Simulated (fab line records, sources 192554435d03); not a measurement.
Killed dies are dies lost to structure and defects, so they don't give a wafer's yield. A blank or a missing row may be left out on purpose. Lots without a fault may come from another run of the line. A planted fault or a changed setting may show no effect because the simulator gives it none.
Which tool did it? | flow n5_finfet | 12 lots, 36 wafers sampled, at 2 steps of a route of 1938

WHAT THE GAUGES READ, wafer by wafer
N5_BEOL_M8_INSPECT_30: inspects for defects (brightfield).
lot  | measured     | on                | raw_defect_count
L076 | day 11 04:03 | defect_inspect-01 | 286 303 384
L078 | day 12 00:52 | defect_inspect-02 | 292 337 380
L079 | day 12 01:26 | defect_inspect-01 | 460 422 451
L080 | day 12 03:26 | defect_inspect-01 | 326 294 398
L082 | day 13 10:22 | defect_inspect-01 | 270 288 326
L086 | day 13 19:44 | defect_inspect-02 | 397 416 396
L089 | day 14 01:52 | defect_inspect-02 | 524 413 613
L088 | day 14 19:02 | defect_inspect-01 | 367 417 502
L090 | day 14 21:53 | defect_inspect-02 | 324 432 533
L093 | day 15 04:00 | defect_inspect-01 | 521 472 529
L095 | day 16 13:36 | defect_inspect-01 | 257 286 329
L097 | day 17 06:25 | defect_inspect-02 | 401 733 467

WHICH TOOL RAN EACH LOT (tool, then ch and the chambers of the sampled wafers, then the start)
lot  | N5_BEOL_M8_STRIP_67
L076 | rie_diel-03 ch 0,2, day 11 01:31
L078 | rie_diel-04 ch 0,2, day 11 20:34
L079 | rie_diel-03 ch 2,3, day 11 21:00
L080 | rie_diel-03 ch 2,3, day 12 02:00
L082 | rie_diel-03 ch 1,2,3, day 13 07:32
L086 | rie_diel-01 ch 1,2, day 13 18:59
L089 | rie_diel-03 ch 1,3, day 14 00:35
L088 | rie_diel-04 ch 0,1, day 14 18:07
L090 | rie_diel-01 ch 1,2,3, day 14 20:44
L093 | rie_diel-03 ch 0,1, day 15 02:08
L095 | rie_diel-03 ch 0,3, day 16 11:48
L097 | rie_diel-03 ch 1,3, day 17 05:46
- N5_BEOL_M8_STRIP_67: strips in CF4.

THE ANSWER, worked out from the rows above alone
Rule: what is usual is taken from the lots themselves. Put in order of their means at a reading, lots are off if they are a third of the lots or fewer, leave a main group of 4 or more, and stand apart from it by a gap of 3 or more times the standard deviation of the main group's means; of several such gaps the widest counts. A main group whose means are all the same, to the digits that the tables above print for the reading, isn't used. A lot without any number at a reading at which 4 lots or more have one is off too. The other lots that the step has rows for count as sound.
No lot is off at any reading shown: from this, nothing can be told.

WHAT THE SIMULATOR HAD PUT IN
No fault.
